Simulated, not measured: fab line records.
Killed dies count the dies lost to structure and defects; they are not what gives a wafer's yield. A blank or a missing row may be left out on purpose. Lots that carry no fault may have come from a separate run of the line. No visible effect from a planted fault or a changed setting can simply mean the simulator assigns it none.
Matching of chambers ; flow n5 finfet ; N5_BEOL_M1_ALD_84 on ald metal-01: 4 sister chambers
The step deposits TaN, pulse time 2 s, purge time 3 s, co reactant purge time 2 s. 4 wafers are shown with their chamber, then 9 later ones without.

== EACH WAFER AND ITS CHAMBER ==
wafer;chamber;heater power w (W)
L084.6;0;464
L087.1;3;455
L087.4;1;386
L087.5;2;375

== WAFERS WITHOUT THEIR CHAMBER ==
wafer;heater power w (W)
L089.3;401
L089.4;439
L089.6;381
L090.2;398
L090.4;381
L090.6;450
L097.2;446
L097.3;461
L097.5;474

== THE CHAMBER EACH PASSED THROUGH ==
wafer;from the rows above;in truth
L089.3;can't be placed: 1 or 2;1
L089.4;can't be placed: 3 or 0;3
L089.6;can't be placed: 1 or 2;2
L090.2;can't be placed: 1 or 2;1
L090.4;can't be placed: 1 or 2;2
L090.6;can't be placed: 3 or 0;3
L097.2;can't be placed: 3 or 0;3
L097.3;can't be placed: 0 or 3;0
L097.5;can't be placed: 0 or 3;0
0 of 9 placed correctly. From these rows, 9 cannot be placed; in 9 the true chamber is one of the candidates. 0 placed wrongly.
How it was worked out, from the rows above alone: a wafer's distance from a chamber is the root of the sum, over the readings, of the square of ((its reading less the chamber's mean) divided by the reading's scatter). If the next closest chamber is less than 2 further off than the closest, the wafer can't be placed; otherwise it belongs to the closest. Each chamber's mean is taken over the wafers shown for it. The scatter: root of mean squared gap, hidden wafer to nearest shown wafer, with one shown wafer a chamber.
